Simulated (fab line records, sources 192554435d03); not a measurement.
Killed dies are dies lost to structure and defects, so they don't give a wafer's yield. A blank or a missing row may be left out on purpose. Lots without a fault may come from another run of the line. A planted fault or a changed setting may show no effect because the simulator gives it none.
fab line records | flow n5_finfet
record lots=10 wafers=30 last_day=18
route steps=1938 shown SD_EPI_N@288 SD_EPI_P@304 SD_ACTIVATION@331 ILD0@340 BEOL_M4@1111 PASSIVATION@1936
lots that met no fault: from a run of the same line without faults
start_h: hours from the record's first day to the start of the lot's first wafer shown | wait_h: hours since the lot's step before | " the same as in the row above | L1.1+2: a row that stands for several wafers | - no value, or no start given | * or withheld: withheld | < > ~ a bound
route shown NAME@n: a module of which the file shows steps, and the number in the route of the first | usual: mean/standard deviation of fault-free wafers | same: alike in all rows | chamber/n: place in a boat | sites: the reading at each site | _std_site: their standard deviation | _edge_site: outer sites' mean less inner sites' | radius_mm: how far each site lies from the wafer's centre | mask NAME#n: copy n | behind: the tool/chamber that last shaped the wafer | hold: why the lot was held/for how many hours/how that ended | device: the transistor (n, p or np) that didn't switch | end of line: the same wafers' tests at the end of the route | a step without rows: its recipe alone | killed: dies lost to structure and defects at the first sort, not the wafer's yield | map: a wafer's dies, x killed, . not, _ none there
set.NAME: the setting as run; set.NAME@STEP: as run at that earlier step | model.NAME: the simulator's own value behind a step, which no gauge read
steps of the route over a sample of lots; a table a step, a row a wafer
services: from which hour (start_h, from the record's first day; less than 0 if before it) a tool's chamber was out of use, for how many hours, and why
## steps
# step N5_SD_EPI_N_EPI_21
# recipe material=Si:P dopant=P temp_c=680 pressure_torr=255 time_s=690
# columns lot.wafer tool chamber start_h wait_h
L793.2+4+5 epi_rpcvd-02 0 58.22 0.4
L794.1+3+4 epi_rpcvd-02 0 64.77 0.1
L795.1+4+6 epi_rpcvd-04 0 68.38 0.1
L796.1+3+6 epi_rpcvd-01 0 74.87 0.1
L797.1+3+5 epi_rpcvd-01 0 81.04 0.1
L804.2+3+4 epi_rpcvd-01 0 128.09 0.7
L806.1+2+5 epi_rpcvd-01 0 133.85 0.3
L807.1+5+6 epi_rpcvd-01 0 139.92 0.4
L813.1+3+4 epi_rpcvd-02 0 175.85 0.2
L815.1+4+5 epi_rpcvd-02 0 187.89 0.2
# step N5_SD_EPI_P_OVL_MEAS_10
# recipe points_per_wafer=44
# usual SD_P_BLK_OVL=0.0/0.68
# columns lot.wafer tool chamber start_h wait_h SD_P_BLK_OVL[nm]
L793.2 overlay-02 0 60.55 0.0 0.9
L793.4 " 0 " " 0.3
L793.5 " 0 " " 0.2
L794.1 overlay-02 0 67.73 0.0 -0.3
L794.3 " 0 " " -1.2
L794.4 " 0 " " -0.3
L795.1 overlay-02 0 70.96 0.0 0.1
L795.4 " 0 " " 1.2
L795.6 " 0 " " 0.2
L796.1 overlay-02 0 77.57 0.0 0.2
L796.3 " 0 " " -0.6
L796.6 " 0 " " 0.7
L797.1 overlay-02 0 83.87 0.0 0.9
L797.3 " 0 " " 0.6
L797.5 " 0 " " -0.1
L804.2 overlay-02 0 131.78 0.0 -0.3
L804.3 " 0 " " 0.4
L804.4 " 0 " " -0.5
L806.1 overlay-02 0 137.89 0.0 0.7
L806.2 " 0 " " 1.4
L806.5 " 0 " " 1.8
L807.1 overlay-02 0 145.10 0.0 -0.6
L807.5 " 0 " " -0.4
L807.6 " 0 " " -0.6
L813.1 overlay-01 0 179.10 0.0 0.2
L813.3 " 0 " " 0.5
L813.4 " 0 " " 0.1
L815.1 overlay-02 0 191.21 0.0 1.0
L815.4 " 0 " " -0.2
L815.5 " 0 " " 0.5
# step N5_SD_ACTIVATION_LSA_01
# recipe temp_c=1080 time_s=0.0008 ambient=N2
# usual wafer_temp_C_max=1085.4/0.98
# columns lot.wafer tool chamber start_h wait_h wafer_temp_C_max
L793.2 laser_anneal-02 0 64.67 0.2 1083.9
L793.4 " 0 " " 1086.6
L793.5 " 0 " " 1086.3
L794.1 laser_anneal-01 0 71.97 0.2 1087.5
L794.3 " 0 " " 1084.7
L794.4 " 0 " " 1086.6
L795.1 laser_anneal-02 0 75.83 0.2 1085.4
L795.4 " 0 " " 1088.6
L795.6 " 0 " " 1085.9
L796.1 laser_anneal-01 0 81.57 0.2 1084.5
L796.3 " 0 " " 1084.5
L796.6 " 0 " " 1084.9
L797.1 laser_anneal-02 0 87.88 0.2 1084.9
L797.3 " 0 " " 1083.7
L797.5 " 0 " " 1087.2
L804.2 laser_anneal-01 0 136.34 0.2 1084.1
L804.3 " 0 " " 1086.4
L804.4 " 0 " " 1085.8
L806.1 laser_anneal-01 0 142.02 0.2 1084.0
L806.2 " 0 " " 1085.1
L806.5 " 0 " " 1085.4
L807.1 laser_anneal-02 0 150.25 0.2 1083.5
L807.5 " 0 " " 1085.9
L807.6 " 0 " " 1085.8
L813.1 laser_anneal-02 0 183.98 0.2 1084.7
L813.3 " 0 " " 1085.1
L813.4 " 0 " " 1086.0
L815.1 laser_anneal-02 0 196.13 0.2 1084.4
L815.4 " 0 " " 1085.9
L815.5 " 0 " " 1085.2
# step N5_SD_ACTIVATION_RS_MEAS_03
# recipe thk_meas_gauge=four-point-probe
# usual RS_SD_N=21.94/0.25 RS_SD_P=56.6/0.92
# columns lot.wafer tool chamber start_h wait_h RS_SD_N[ohm/sq] RS_SD_P[ohm/sq]
L793.2 film_metro-02 - 64.86 0.2 22.31 56.7
L793.4 " - " " 22.36 57.6
L793.5 " - " " 21.85 56.9
L794.1 film_metro-02 - 72.17 0.2 21.93 56.2
L794.3 " - " " 22.14 56.5
L794.4 " - " " 21.97 55.7
L795.1 film_metro-01 - 76.03 0.2 21.85 58.9
L795.4 " - " " 21.69 58.9
L795.6 " - " " 22.08 58.1
L796.1 film_metro-02 - 81.78 0.2 22.19 56.6
L796.3 " - " " 22.07 56.7
L796.6 " - " " 22.21 56.7
L797.1 film_metro-01 - 88.10 0.2 21.63 54.6
L797.3 " - " " 22.19 54.6
L797.5 " - " " 21.99 55.1
L804.2 film_metro-01 - 136.55 0.2 21.67 57.0
L804.3 " - " " 21.60 58.2
L804.4 " - " " 21.56 56.9
L806.1 film_metro-01 - 142.23 0.2 24.25 55.8
L806.2 " - " " 23.97 55.1
L806.5 " - " " 24.04 55.3
L807.1 film_metro-02 - 150.46 0.2 24.46 57.6
L807.5 " - " " 23.84 57.0
L807.6 " - " " 24.15 57.7
L813.1 film_metro-02 - 184.18 0.2 21.97 58.5
L813.3 " - " " 21.71 57.3
L813.4 " - " " 21.71 57.3
L815.1 film_metro-02 - 196.33 0.2 22.14 57.5
L815.4 " - " " 22.13 57.1
L815.5 " - " " 22.23 57.3
# step N5_ILD0_CMP_07
# recipe stop_on=poly-Si material=SiO2_flowable t_overpolish_s=1.18 post_cmp_clean=alkaline_brush down_force_psi=4.1491 platen_rpm=51.796 pad_velocity_m_s=1.0306 target_thk_nm=138.88
# usual motor_current_A=12.1/0.98
# columns lot.wafer tool chamber start_h wait_h motor_current_A
L793.2 cmp-03 3 67.97 0.1 12.6
L793.4 " 0 " " 10.8
L793.5 " 1 " " 13.1
L794.4 cmp-04 2 75.23 0.0 11.7
L794.1 " 3 " " 10.6
L794.3 " 1 " " 13.0
L795.1 cmp-04 2 79.13 0.1 11.6
L795.4 " 0 " " 12.6
L795.6 " 2 " " 11.3
L796.1 cmp-01 3 85.24 0.0 13.5
L796.3 " 2 " " 12.2
L796.6 " 3 " " 13.1
L797.3 cmp-04 1 91.49 0.1 13.7
L797.1 " 3 " " 11.3
L797.5 " 0 " " 12.3
L804.4 cmp-01 1 139.68 0.0 11.8
L804.3 " 2 " " 11.2
L804.2 " 3 " " 12.8
L806.2 cmp-01 0 146.13 0.1 11.1
L806.1 " 1 " " 11.7
L806.5 " 2 " " 11.2
L807.1 cmp-01 0 153.58 0.1 10.9
L807.5 " 2 " " 11.7
L807.6 " 3 " " 12.3
L813.4 cmp-01 2 187.23 0.0 11.6
L813.3 " 0 " " 11.6
L813.1 " 1 " " 11.6
L815.4 cmp-04 2 199.38 0.0 11.5
L815.1 " 0 " " 11.5
L815.5 " 2 " " 11.6
# step N5_BEOL_M4_RC_MEAS_101
# usual DIBL_N=36.2/1.7 DIBL_P=36.2/2.2 IOFF_N=0.16/0.035 IOFF_P=0.21/0.042 ION_N=673/13 ION_P=462/7.9 RC_DENSE_N=18.9/0.5 RC_N=15.4/0.4 REXT_N=75.4/2.1 RS_SD_N=28.4/0.33 SS_N=71.4/0.59 SS_P=73.2/0.7 VT_N=250/3.6 VT_P=-251/3.5
# columns lot.wafer tool chamber start_h wait_h DIBL_N[mV/V] DIBL_P[mV/V] IOFF_N[nA/um] IOFF_P[nA/um] ION_N[uA/um] ION_P[uA/um] RC_DENSE_N[ohm.um] RC_N[ohm.um] REXT_N[ohm.um] RS_SD_N[ohm/sq] SS_N[mV/dec] SS_P[mV/dec] VT_N[mV] VT_P[mV]
L793.2 prober-01 0 167.22 0.2 36.3 36.1 0.14 0.19 653 446 19.2 15.8 77.5 28.7 70.9 73.0 250 -252
L793.4 " 0 " " 38.7 40.1 0.21 0.25 688 461 18.7 15.3 76.0 28.4 72.5 74.0 243 -247
L793.5 " 0 " " 36.4 38.5 0.17 0.22 674 465 19.0 15.5 76.6 28.5 71.4 73.9 248 -251
L794.1 prober-01 0 173.48 0.0 33.7 35.2 0.14 0.21 667 469 18.9 15.4 76.3 28.9 70.5 72.9 252 -250
L794.3 " 0 " " 35.4 37.1 0.16 0.23 674 473 19.0 15.6 76.1 29.0 71.1 73.2 250 -248
L794.4 " 0 " " 35.9 37.6 0.18 0.23 682 473 19.4 15.8 75.5 28.4 71.9 74.0 248 -250
L795.1 prober-02 0 175.22 0.0 36.6 37.7 0.20 0.26 688 468 19.4 15.8 74.9 28.2 72.1 73.4 243 -246
L795.4 " 0 " " 39.1 41.7 0.27 0.34 713 482 18.8 15.3 73.7 28.3 71.7 74.9 240 -244
L795.6 " 0 " " 39.0 41.1 0.27 0.34 696 476 19.7 16.0 75.3 28.7 72.7 74.9 240 -243
L796.1 prober-02 0 178.17 0.0 35.5 34.9 0.14 0.19 667 464 18.6 15.1 73.8 28.5 70.9 73.4 251 -251
L796.3 " 0 " " 34.1 33.8 0.12 0.18 673 467 19.3 15.7 75.2 28.5 70.8 72.8 250 -254
L796.6 " 0 " " 36.4 35.9 0.17 0.21 689 467 18.4 15.0 73.8 28.8 71.2 72.6 247 -250
L797.1 prober-01 0 188.64 0.0 39.8 40.7 0.25 0.32 705 485 18.3 14.9 72.7 28.4 72.4 74.7 240 -245
L797.3 " 0 " " 39.8 39.1 0.22 0.28 680 468 18.4 15.0 73.2 28.6 71.3 74.4 246 -248
L797.5 " 0 " " 41.5 41.8 0.28 0.36 688 478 18.9 15.6 74.6 28.7 72.1 74.7 243 -243
L804.2 prober-02 0 244.27 0.2 35.3 34.2 0.12 0.16 662 457 19.0 15.5 76.3 28.1 70.2 72.5 255 -255
L804.3 " 0 " " 37.7 37.2 0.16 0.19 686 458 18.6 15.2 76.1 28.0 71.1 73.5 249 -253
L804.4 " 0 " " 37.8 38.8 0.16 0.22 677 464 19.3 15.9 79.4 28.1 72.0 73.0 250 -252
L806.1 prober-01 0 244.91 0.0 35.4 39.0 0.13 0.26 642 463 21.3 17.4 86.8 31.8 70.8 73.8 257 -245
L806.2 " 0 " " 31.8 34.5 0.09 0.19 633 464 20.9 16.8 84.3 31.6 71.1 72.0 258 -250
L806.5 " 0 " " 33.0 36.8 0.11 0.22 641 460 21.8 17.9 86.9 31.7 70.8 73.0 255 -248
L807.1 prober-02 0 250.91 0.0 33.9 36.3 0.13 0.21 659 466 21.0 17.1 83.2 31.8 71.4 73.6 256 -251
L807.5 " 0 " " 31.4 33.6 0.09 0.18 644 463 20.4 16.6 83.4 31.1 70.5 72.8 260 -253
L807.6 " 0 " " 35.6 38.1 0.16 0.26 659 464 21.8 17.6 83.2 31.1 71.5 74.1 252 -247
L813.1 prober-01 0 302.20 0.0 37.8 37.2 0.16 0.25 669 459 19.2 15.4 73.5 28.1 71.8 73.6 247 -247
L813.3 " 0 " " 36.2 34.0 0.12 0.19 673 462 18.0 14.8 71.2 28.3 71.5 72.6 255 -251
L813.4 " 0 " " 37.1 34.9 0.15 0.21 675 470 18.6 15.2 71.2 28.3 70.9 72.3 249 -249
L815.1 prober-01 0 305.78 0.0 34.9 36.8 0.15 0.17 665 450 19.6 15.8 77.0 28.7 70.6 73.9 252 -257
L815.4 " 0 " " 35.1 35.5 0.14 0.16 672 451 19.0 15.7 74.4 28.7 71.4 73.2 252 -259
L815.5 " 0 " " 34.1 35.1 0.13 0.16 666 454 18.8 15.4 76.0 28.9 71.0 73.1 255 -258
# step N5_PASSIVATION_PROBE_49
# usual defect_limited_yield=91.4/1.4 killed_at_M0_to_M3=31/10 killed_at_M4_up=14/5.6 killed_at_contacts=13/6.3 killed_at_front_end=39/10 killed_at_other=4/3.1 killed_dies=101/16 killed_open=65/13 killed_short=34/7.2 sort_bin_4_leakage=0.00/0.007 sort_bin_5_function=5.1/0.88 sort_bin_6_memory=3.2/0.66 sort_bin_8_speed=0.00/0.007 sort_n_pass=1079/16 sort_yield_pct=91.4/1.4
# same gross_dies=1180 killed_at_back_side=0
# columns lot.wafer tool chamber start_h wait_h defect_limited_yield[%] killed_at_M0_to_M3 killed_at_M4_up killed_at_contacts killed_at_front_end killed_at_other killed_dies killed_open killed_short sort_bin_4_leakage[%] sort_bin_5_function[%] sort_bin_6_memory[%] sort_bin_8_speed[%] sort_n_pass sort_yield_pct[%]
L793.2 prober-01 - 279.08 0.1 90.2 25 12 23 40 16 116 78 38 0 5.8 3.8 0 1064 90.2
L793.4 prober-01 - 279.18 0.2 91.8 27 5 12 41 12 97 70 26 0 5.0 3.0 0 1083 91.8
L793.5 prober-01 - 279.23 0.2 90.8 34 8 12 48 7 109 67 38 0 5.1 3.5 0 1071 90.8
L794.1 prober-02 - 279.56 0.0 89.7 32 10 19 55 5 121 74 45 0 5.7 4.2 0 1059 89.7
L794.3 prober-02 - 279.66 0.1 91.7 35 21 19 21 2 98 69 27 0 4.9 3.2 0 1082 91.7
L794.4 prober-02 - 279.71 0.2 90.9 34 9 19 39 6 107 74 33 0 5.8 3.0 0 1073 90.9
L804.2 prober-01 - 346.59 0.1 91.8 33 11 17 32 4 97 57 40 0 5.0 3.0 0 1083 91.8
L804.3 prober-01 - 346.64 0.1 88.9 55 21 18 37 0 131 81 47 0 6.9 3.6 0 1049 88.9
L804.4 prober-01 - 346.69 0.2 91.5 36 14 19 27 4 100 68 29 0 5.9 2.3 0 1080 91.5
L806.1 prober-02 - 351.01 0.0 89.2 43 13 23 44 5 128 93 33 0 6.1 4.6 0.42 1047 88.7
L806.2 prober-02 - 351.06 0.1 91.8 22 16 21 34 4 97 60 37 0 4.0 3.6 4.75 1027 87.0
L806.5 prober-02 - 351.21 0.2 89.9 16 22 24 51 6 119 67 50 0 6.4 3.0 1.44 1044 88.5
L807.1 prober-01 - 362.12 0.0 92.0 21 21 15 36 1 94 57 33 0 4.5 3.2 0 1086 92.0
L807.5 prober-01 - 362.32 0.2 91.9 30 17 13 33 3 96 65 29 0 4.9 2.6 1.02 1072 90.8
L807.6 prober-01 - 362.37 0.3 92.1 22 20 15 36 0 93 64 26 0 5.2 2.5 0 1087 92.1
L815.1 prober-02 - 436.37 0.0 92.4 27 6 5 49 3 90 56 34 0 4.4 2.9 0 1090 92.4
L815.4 prober-02 - 436.52 0.2 91.9 26 10 8 49 2 95 67 28 0 4.2 3.7 0 1085 91.9
L815.5 prober-02 - 436.57 0.2 93.3 32 9 2 35 1 79 57 22 0 4.1 2.3 0 1101 93.3
# killed by level:class
L793.2 MOL_CONTACT_COAG:geometric_particle:open=16 STI_FIN_REVEAL:geometric_particle:open=13 FIN_SAQP:geometric_particle:short=8 BEOL_M3:geometric_particle:open=8 FIN_SAQP:geometric_particle:open=7 MOL_CONTACT_COAG:geometric_particle:short=7 BEOL_M5:geometric_particle:open=5 MIM_TOP:geometric_particle:open=5
L793.4 FIN_SAQP:geometric_particle:open=11 MOL_CONTACT_COAG:geometric_particle:open=11 BEOL_M3:geometric_particle:open=11 STI_FIN_REVEAL:geometric_particle:open=5 STARTING-WAFER:geometric_particle:open=5 STARTING-WAFER:geometric_particle:short=5 DUMMY_GATE:geometric_particle:open=4 MIM_TOP:geometric_particle:open=4
L793.5 STI_FIN_REVEAL:geometric_particle:open=11 BEOL_M3:geometric_particle:open=10 FIN_SAQP:geometric_particle:short=9 MOL_CONTACT_COAG:geometric_particle:open=9 BEOL_M0_SAQP:geometric_particle:short=9 BEOL_M5:geometric_particle:open=7 FIN_SAQP:geometric_particle:open=6 BEOL_M0:geometric_particle:open=5
L794.1 STI_FIN_REVEAL:geometric_particle:open=14 MOL_CONTACT_COAG:geometric_particle:open=11 BEOL_M0_SAQP:geometric_particle:short=9 FIN_SAQP:geometric_particle:open=8 BEOL_M0_SAQP:geometric_particle:open=8 MOL_CONTACT_COAG:geometric_particle:short=7 FIN_SAQP:geometric_particle:short=6 STI_FIN_REVEAL:geometric_particle:short=5
L794.3 MOL_CONTACT_COAG:geometric_particle:open=15 BEOL_M4:geometric_particle:open=15 BEOL_M0_SAQP:geometric_particle:short=7 BEOL_M0_SAQP:geometric_particle:open=7 BEOL_M2:geometric_particle:open=6 FIN_SAQP:geometric_particle:open=5 FIN_SAQP:geometric_particle:short=5 BEOL_M3:geometric_particle:open=5
L794.4 MOL_CONTACT_COAG:geometric_particle:open=16 BEOL_M2:geometric_particle:open=13 FIN_SAQP:geometric_particle:open=10 FIN_SAQP:geometric_particle:short=9 BEOL_M0_SAQP:geometric_particle:short=9 STI_FIN_REVEAL:geometric_particle:open=6 DUMMY_GATE:geometric_particle:open=3 GATE_CUT:geometric_particle:open=3
L804.2 BEOL_M0_SAQP:geometric_particle:short=13 MOL_CONTACT_COAG:geometric_particle:open=12 BEOL_M4:geometric_particle:open=8 FIN_SAQP:geometric_particle:open=7 BEOL_M0:geometric_particle:open=7 FIN_SAQP:geometric_particle:short=6 STI_FIN_REVEAL:geometric_particle:open=6 MOL_CONTACT_COAG:geometric_particle:short=5
L804.3 BEOL_M0_SAQP:geometric_particle:short=16 MOL_CONTACT_COAG:geometric_particle:open=16 FIN_SAQP:geometric_particle:short=12 BEOL_M0_SAQP:geometric_particle:open=10 BEOL_M3:geometric_particle:open=9 BEOL_M4:geometric_particle:open=9 STI_FIN_REVEAL:geometric_particle:open=7 BEOL_M5:geometric_particle:open=5
L804.4 MOL_CONTACT_COAG:geometric_particle:open=15 FIN_SAQP:geometric_particle:open=8 BEOL_M0_SAQP:geometric_particle:short=8 BEOL_M0_SAQP:geometric_particle:open=7 FIN_SAQP:geometric_particle:short=6 BEOL_M0:geometric_particle:open=6 STI_FIN_REVEAL:geometric_particle:open=4 BEOL_M1:geometric_particle:short=4
L806.1 MOL_CONTACT_COAG:geometric_particle:open=19 STI_FIN_REVEAL:geometric_particle:open=14 BEOL_M2:geometric_particle:open=10 BEOL_M1:geometric_particle:open=9 BEOL_M0_SAQP:geometric_particle:short=7 FIN_SAQP:geometric_particle:open=6 BEOL_M0_SAQP:geometric_particle:open=6 BEOL_M4:geometric_particle:open=5
L806.2 MOL_CONTACT_COAG:geometric_particle:open=14 BEOL_M5:geometric_particle:open=8 GATE_CUT:geometric_particle:short=7 MOL_CONTACT_COAG:geometric_particle:short=7 STI_FIN_REVEAL:geometric_particle:open=6 BEOL_M3:geometric_particle:open=6 STARTING-WAFER:geometric_particle:open=6 BEOL_M1:geometric_particle:open=4
L806.5 MOL_CONTACT_COAG:geometric_particle:open=17 FIN_SAQP:geometric_particle:short=11 GATE_CUT:geometric_particle:short=10 BEOL_M4:geometric_particle:open=10 STI_FIN_REVEAL:geometric_particle:open=7 MOL_CONTACT_COAG:geometric_particle:short=7 BEOL_M5:geometric_particle:open=5 STI_FIN_REVEAL:geometric_particle:short=4
L807.1 MOL_CONTACT_COAG:geometric_particle:open=10 BEOL_M4:geometric_particle:open=8 DUMMY_GATE:geometric_particle:short=6 DUMMY_GATE:geometric_particle:open=6 GATE_CUT:geometric_particle:short=6 BEOL_M0_SAQP:geometric_particle:open=6 MOL_CONTACT_COAG:geometric_particle:short=5 BEOL_M3:geometric_particle:short=5
L807.5 MOL_CONTACT_COAG:geometric_particle:open=10 FIN_SAQP:geometric_particle:open=9 BEOL_M0_SAQP:geometric_particle:open=7 BEOL_M0_SAQP:geometric_particle:short=7 BEOL_M1:geometric_particle:open=6 BEOL_M5:geometric_particle:open=6 FIN_SAQP:geometric_particle:short=4 STI_FIN_REVEAL:geometric_particle:open=4
L807.6 BEOL_M4:geometric_particle:open=11 MOL_CONTACT_COAG:geometric_particle:open=10 FIN_SAQP:geometric_particle:open=8 DUMMY_GATE:geometric_particle:open=6 BEOL_M3:geometric_particle:short=6 MOL_CONTACT_COAG:geometric_particle:short=5 BEOL_M0_SAQP:geometric_particle:open=5 BEOL_M3:geometric_particle:open=5
L815.1 FIN_SAQP:geometric_particle:short=13 BEOL_M3:geometric_particle:open=10 STI_FIN_REVEAL:geometric_particle:open=9 FIN_SAQP:geometric_particle:open=7 DUMMY_GATE:geometric_particle:open=5 MOL_CONTACT_COAG:geometric_particle:open=5 BEOL_M2:geometric_particle:open=4 DUMMY_GATE:geometric_particle:short=3
L815.4 FIN_SAQP:geometric_particle:open=16 FIN_SAQP:geometric_particle:short=10 BEOL_M2:geometric_particle:open=9 STI_FIN_REVEAL:geometric_particle:open=8 MOL_CONTACT_COAG:geometric_particle:open=7 BEOL_M3:geometric_particle:open=6 BEOL_M0_SAQP:geometric_particle:open=3 BEOL_M0:geometric_particle:open=3
L815.5 FIN_SAQP:geometric_particle:open=18 BEOL_M3:geometric_particle:open=12 FIN_SAQP:geometric_particle:short=9 BEOL_M1:geometric_particle:open=5 BEOL_M2:geometric_particle:open=4 BEOL_M0_SAQP:geometric_particle:open=3 BEOL_M3:geometric_particle:short=3 BEOL_M10:geometric_particle:open=3
## services
# columns tool chamber start_h hours kind
cmp-03 - 49.92 2.8 repair
cmp-01 - 59.72 8.0 pm
cmp-03 - 62.01 4.0 pm
cmp-03 - 66.01 - consumable_replace:conditioner
cmp-03 - 66.01 - consumable_replace:pad
epi_rpcvd-01 - 67.02 2.8 pm
cmp-04 - 82.49 5.3 pm
cmp-04 - 88.90 2.5 repair
epi_rpcvd-04 - 104.46 1.0 repair
cmp-01 - 122.54 4.0 pm
laser_anneal-01 - 125.25 1.3 pm
cmp-01 - 126.54 - consumable_replace:conditioner
cmp-01 - 126.54 - consumable_replace:pad
cmp-03 - 134.93 0.7 repair
laser_anneal-02 - 141.47 0.8 repair
laser_anneal-02 - 147.11 2.3 pm
epi_rpcvd-04 - 149.59 14.6 pm
## key
first_sign step=N5_SD_ACTIVATION_RS_MEAS_03 reading=RS_SD_N direction=up sigmas=8.6 usual=21.94 struck=24.12
effect step=N5_BEOL_M4_RC_MEAS_101 reading=RS_SD_N direction=up sigmas=9.5 usual=28.4 struck=31.5
effect step=N5_BEOL_M4_RC_MEAS_101 reading=RC_N direction=up sigmas=4.6 usual=15.4 struck=17.3
effect step=N5_BEOL_M4_RC_MEAS_101 reading=RC_DENSE_N direction=up sigmas=4.6 usual=18.9 struck=21.2
effect step=N5_BEOL_M4_RC_MEAS_101 reading=REXT_N direction=up sigmas=4.5 usual=75.4 struck=84.6
effect step=N5_BEOL_M4_RC_MEAS_101 reading=ION_N direction=down sigmas=2.1 usual=673 struck=646 wafers_moved=5
effect step=N5_BEOL_M4_RC_MEAS_101 reading=VT_N direction=up sigmas=1.7 usual=250 struck=256
effect step=N5_BEOL_M4_RC_MEAS_101 reading=DIBL_N direction=down sigmas=1.5 usual=36.2 struck=33.5
effect step=N5_PASSIVATION_PROBE_49 reading=sort_bin_8_speed direction=up sigmas=15 usual=0.00 struck=1.27 wafers_moved=4
met_at N5_SD_EPI_N_EPI_21
struck_lots L806,L807
not_acting_at N5_SD_EPI_P_OVL_MEAS_10,N5_SD_ACTIVATION_LSA_01,N5_ILD0_CMP_07
onset_between 128.09 133.85
fault kind=process_parameter_drift tool=epi_rpcvd-01 chamber=- onset_h=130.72 steps=N5_SD_EPI_N_EPI_21 channel=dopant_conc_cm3 offset=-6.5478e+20 shape=step end_h=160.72 acts_in=these_recipes_only stated=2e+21
